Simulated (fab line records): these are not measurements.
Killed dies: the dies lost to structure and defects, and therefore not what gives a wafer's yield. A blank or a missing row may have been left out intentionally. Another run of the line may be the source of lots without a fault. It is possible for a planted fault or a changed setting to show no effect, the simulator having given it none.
Matching of chambers || flow n5 finfet || N5_BEOL_M3_ETCH_63 on rie diel-02 has 4 sister chambers
The step etches SiARC in CF4, target depth 15.6 nm, time 26 s. 4 wafers are shown with their chamber, then 10 later ones without.

== WAFERS PAIRED WITH THEIR CHAMBERS ==
{"wafer": "L085.2", "chamber": 0, "throttle valve pct (%)": 16.08}
{"wafer": "L086.1", "chamber": 2, "throttle valve pct (%)": 15.87}
{"wafer": "L088.3", "chamber": 3, "throttle valve pct (%)": 15.16}
{"wafer": "L088.5", "chamber": 1, "throttle valve pct (%)": 15.47}

== WAFERS WITH NO CHAMBER GIVEN ==
{"wafer": "L088.6", "throttle valve pct (%)": 15.85}
{"wafer": "L087.1", "throttle valve pct (%)": 16.10}
{"wafer": "L087.2", "throttle valve pct (%)": 15.47}
{"wafer": "L087.3", "throttle valve pct (%)": 15.86}
{"wafer": "L089.1", "throttle valve pct (%)": 15.18}
{"wafer": "L089.2", "throttle valve pct (%)": 16.12}
{"wafer": "L089.5", "throttle valve pct (%)": 15.18}
{"wafer": "L092.1", "throttle valve pct (%)": 15.19}
{"wafer": "L092.2", "throttle valve pct (%)": 16.12}
{"wafer": "L092.3", "throttle valve pct (%)": 15.89}

== WHICH CHAMBER EACH WENT THROUGH ==
{"wafer": "L088.6", "from the rows above": 2, "in truth": 2}
{"wafer": "L087.1", "from the rows above": 0, "in truth": 0}
{"wafer": "L087.2", "from the rows above": 1, "in truth": 1}
{"wafer": "L087.3", "from the rows above": 2, "in truth": 2}
{"wafer": "L089.1", "from the rows above": 3, "in truth": 3}
{"wafer": "L089.2", "from the rows above": 0, "in truth": 0}
{"wafer": "L089.5", "from the rows above": 3, "in truth": 3}
{"wafer": "L092.1", "from the rows above": 3, "in truth": 3}
{"wafer": "L092.2", "from the rows above": 0, "in truth": 0}
{"wafer": "L092.3", "from the rows above": 2, "in truth": 2}
Correct placement for 10 of the 10. Left unplaced by these rows: 0. 0 placed wrongly.
How it was worked out, from the rows above alone: a wafer's distance from a chamber is the root of the sum, over the readings, of the square of ((its reading less the chamber's mean) divided by the reading's scatter). The wafer belongs to the nearest chamber; if the next one is less than 2 further off, it can't be placed. A chamber's mean is the mean of its shown wafers. The scatter (one wafer shown for each chamber): square how far every hidden wafer sits from the nearest shown wafer, average those squares and take the square root.
